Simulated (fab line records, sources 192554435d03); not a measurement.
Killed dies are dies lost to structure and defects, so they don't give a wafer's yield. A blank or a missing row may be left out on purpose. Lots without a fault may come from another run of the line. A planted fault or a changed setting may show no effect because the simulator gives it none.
Which tool did it? | flow n5_finfet | 11 lots, 31 wafers sampled, at 3 steps of a route of 1938

WHAT THE GAUGES READ, wafer by wafer
N5_BEOL_M13_CD_MEAS_28: target cd 209.5 nm.
lot  | measured     | on        | cd_nm (nm)
L896 | day 11 06:56 | cd_sem-03 | 206.8 207.9 208.8
L897 | day 12 13:11 | cd_sem-01 | 209.1 207.4 207.9
L898 | day 12 13:52 | cd_sem-01 | 207.1 210.6 208.7
L902 | day 13 14:36 | cd_sem-01 | 208.0 206.5 207.6
L905 | day 13 20:14 | cd_sem-01 | 207.7 208.6 209.8
L903 | day 14 01:40 | cd_sem-01 | 208.3 209.5 208.4
L906 | day 14 06:19 | cd_sem-03 | 210.2 209.4
L908 | day 14 20:19 | cd_sem-03 | 214.4 214.4 212.9
L909 | day 14 22:22 | cd_sem-03 | 214.1 215.4 213.3
L915 | day 16 18:35 | cd_sem-03 | 209.6 207.6 209.7
L916 | day 17 12:51 | cd_sem-03 | 209.6 209.1

WHICH TOOL RAN EACH LOT (tool, then ch and the chambers of the sampled wafers, then the start)
lot  | N5_BEOL_M13_VIA_ETCH_16            | N5_BEOL_M13_PEB_26
L896 | rie_diel-05 ch 0,3, day 11 05:57   | litho_track-03 ch 0, day 11 06:49
L897 | rie_diel-01 ch 0,1, day 12 12:25   | litho_track-02 ch 0, day 12 13:04
L898 | rie_diel-01 ch 0,3, day 12 12:57   | litho_track-02 ch 0, day 12 13:46
L902 | rie_diel-05 ch 1,2, day 13 13:50   | litho_track-01 ch 0, day 13 14:29
L905 | rie_diel-01 ch 1,2,3, day 13 19:28 | litho_track-02 ch 0, day 13 20:07
L903 | rie_diel-01 ch 0,1,3, day 14 00:52 | litho_track-01 ch 0, day 14 01:32
L906 | rie_diel-01 ch 0,3, day 14 05:33   | litho_track-01 ch 0, day 14 06:13
L908 | rie_diel-06 ch 0,1,3, day 14 19:33 | litho_track-01 ch 0, day 14 20:13
L909 | rie_diel-05 ch 0,2,3, day 14 21:28 | litho_track-01 ch 0, day 14 22:14
L915 | rie_diel-01 ch 1,2, day 16 17:41   | litho_track-02 ch 0, day 16 18:28
L916 | rie_diel-05 ch 0,2, day 17 12:05   | litho_track-02 ch 0, day 17 12:44
- N5_BEOL_M13_VIA_ETCH_16: etches SiOC in C4F8/O2/Ar, target depth 921.7 nm.
- N5_BEOL_M13_PEB_26: peb time 90 s.

THE ANSWER, worked out from the rows above alone
Rule: what is usual is taken from the lots themselves. Put in order of their means at a reading, lots are off if they are a third of the lots or fewer, leave a main group of 4 or more, and stand apart from it by a gap of 3 or more times the standard deviation of the main group's means; of several such gaps the widest counts. A main group whose means are all the same, to the digits that the tables above print for the reading, isn't used. A lot without any number at a reading at which 4 lots or more have one is off too. The other lots that the step has rows for count as sound.
Off: L908, L909, at N5_BEOL_M13_CD_MEAS_28 (cd_nm). The main group: mean 208.6 nm, standard deviation 0.71.
A tool fits if, at a process step before that reading, it ran every lot that is off, and no sound lot after the first of them. The gauges at N5_BEOL_M13_CD_MEAS_28 are tried like those tools. One fits: litho_track-01 at N5_BEOL_M13_PEB_26. Its last sound lot is L906 (day 14 06:13), its first lot that is off L908 (day 14 20:13): a fault that began between those two fits.

WHAT THE SIMULATOR HAD PUT IN
Process parameter drift: litho_track-01, from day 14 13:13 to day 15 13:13, at N5_BEOL_M13_PEB_26. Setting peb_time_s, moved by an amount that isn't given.
Lots struck among those shown: L908, L909. The rule above found the same.
